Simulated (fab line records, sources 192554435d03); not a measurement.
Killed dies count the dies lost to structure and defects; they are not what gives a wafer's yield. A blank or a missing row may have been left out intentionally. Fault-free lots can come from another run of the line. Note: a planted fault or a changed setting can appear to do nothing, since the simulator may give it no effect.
Split-lot study + flow n5_finfet + 7 lots, 21 wafers read, on a route of 1938 steps

## ON THE SPLIT
At N5_SD_EPI_P_EPI_21 (deposits SiGe:B, time 355 s), the setting epi_growth_time_s was moved away from the recipe's 355 s on 11 of the 21 wafers read, by -9.9% to +10.2%. The other wafers ran this setting at the recipe's value.

## FROM THE SPLIT TO THE READING: what the file shows between them, 2 steps
- N5_SD_EPI_P_HM_STRIP_48: strips SiNx in H3PO4, material SiNx, target depth 3 nm
- N5_SD_ACTIVATION_LSA_01: time 0.0008 s (also split here: temp_c)

## THE READING
At N5_SD_ACTIVATION_RS_MEAS_03, a four-point-probe measurement gives RS_SD_P in ohm/sq. On this fab line, fault-free wafers typically give 55.9 ohm/sq with a standard deviation of 0.81 ohm/sq.

| wafer  | tool, chamber at the split | epi_growth_time_s as run, s | against the recipe | RS_SD_P, ohm/sq | against lot-mates on the recipe |
|--------|----------------------------|-----------------------------|--------------------|-----------------|---------------------------------|
| L074.1 | epi_rpcvd-03, 0            | 319.9                       | -9.9%              | 59.3            | +4.1                            |
| L074.2 | epi_rpcvd-03, 0            | 319.9                       | -9.9%              | 59.0            | +3.8                            |
| L074.6 | epi_rpcvd-03, 0            | 355                         | recipe             | 55.2            | -                               |
| L078.2 | epi_rpcvd-02, 0            | 355                         | recipe             | 54.9            | -                               |
| L078.3 | epi_rpcvd-02, 0            | 369.2                       | +4.0%              | 54.7            | -0.2                            |
| L078.4 | epi_rpcvd-02, 0            | 355                         | recipe             | 54.9            | -                               |
| L080.1 | epi_rpcvd-02, 0            | 355                         | recipe             | 55.7            | -                               |
| L080.3 | epi_rpcvd-02, 0            | 355                         | recipe             | 55.0            | -                               |
| L080.4 | epi_rpcvd-02, 0            | 355                         | recipe             | 55.1            | -                               |
| L081.2 | epi_rpcvd-03, 0            | 334.2                       | -5.9%              | 59.3            | +3.0                            |
| L081.4 | epi_rpcvd-03, 0            | 355                         | recipe             | 56.2            | -                               |
| L081.5 | epi_rpcvd-03, 0            | 355                         | recipe             | 56.3            | -                               |
| L089.1 | epi_rpcvd-02, 0            | 391.3                       | +10.2%             | 52.4            | -2.8                            |
| L089.2 | epi_rpcvd-02, 0            | 355                         | recipe             | 55.2            | -                               |
| L089.3 | epi_rpcvd-02, 0            | 391.3                       | +10.2%             | 52.4            | -2.8                            |
| L091.2 | epi_rpcvd-04, 0            | 329.5                       | -7.2%              | 59.2            | no lot-mate on the recipe       |
| L091.4 | epi_rpcvd-04, 0            | 329.5                       | -7.2%              | 60.0            | no lot-mate on the recipe       |
| L091.5 | epi_rpcvd-04, 0            | 329.5                       | -7.2%              | 59.0            | no lot-mate on the recipe       |
| L093.1 | epi_rpcvd-03, 0            | 368.8                       | +3.9%              | 54.0            | -2.1                            |
| L093.2 | epi_rpcvd-03, 0            | 355                         | recipe             | 56.1            | -                               |
| L093.4 | epi_rpcvd-03, 0            | 368.8                       | +3.9%              | 54.5            | -1.6                            |

THE FIT
A straight line over all 21 wafers: RS_SD_P changes by -0.39 ohm/sq for each +1% of epi_growth_time_s; r = -0.95; the points scatter about the line by 0.71 ohm/sq.
The same after taking each lot's own level away (the mean of its wafers on the recipe; 18 wafers): -0.35 ohm/sq for each +1%; r = -0.97; scatter 0.52 ohm/sq.
That fit puts the effect of the largest move of epi_growth_time_s on the reading at 3.6 ohm/sq.
Across the lots, their own levels run from 54.90 to 56.25 ohm/sq, a range of 1.7 times the standard deviation given above.
So the lot-to-lot level changes the slope: the two fits differ.
Check: -3.57 ohm/sq against its lot-mates is what the line predicts for one of the wafers moved furthest among these (+10.2%) when that wafer is left out of the fit. It came out at -2.8 ohm/sq against them.

## ADDITIONAL SPLITS CARRIED BY THESE WAFERS
Before the reading, these wafers also passed through other splits. Each is held against what the fit with the lots' levels taken away leaves over:
| other split on the same wafers           | wafers away from the commonest value | r with RS_SD_P (lot level and that fit taken away) |
|------------------------------------------|--------------------------------------|----------------------------------------------------|
| N5_PMOS_HMC_CHANNEL_EPI_COAT_03 spin_rpm | 9                                    | +0.17                                              |
| N5_PMOS_HMC_CHANNEL_EPI_DESCUM_14 time_s | 8                                    | -0.26                                              |
| N5_FIN_SAQP_COAT_10 spin_rpm             | 7                                    | -0.22                                              |
| N5_SD_EPI_N_ETCH_35 time_s               | 6                                    | -0.07                                              |
| N5_SD_ACTIVATION_LSA_01 temp_c           | 6                                    | +0.29                                              |

## THE WHOLE CHAIN: every reading that the file lists as answering this split, in the file's order
| step                        | what it does                                           | reading                                                                           | change (the file's fit)               | r (the file's) |
|-----------------------------|--------------------------------------------------------|-----------------------------------------------------------------------------------|---------------------------------------|----------------|
| N5_SD_EPI_P_EPI_21          | deposits SiGe:B, time 355 s                            | SiGe-B_of_SD_EPI_P_EPI_21.thk_nm (the simulator's own value, which no gauge read) | +0.425 nm for each +1% of the setting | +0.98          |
| N5_SD_EPI_P_HM_STRIP_48     | strips SiNx in H3PO4, material SiNx, target depth 3 nm | SiGe-B_of_SD_EPI_P_EPI_21.thk_nm (the simulator's own value, which no gauge read) | +0.412 nm for each +1% of the setting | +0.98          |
| N5_SD_ACTIVATION_RS_MEAS_03 | measures by four-point-probe                           | RS_SD_P                                                                           | -0.349 for each +1% of the setting    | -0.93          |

## FILE'S OWN FIT
RS_SD_P changes by -0.349 ohm/sq for each +1% of epi_growth_time_s, r = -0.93.
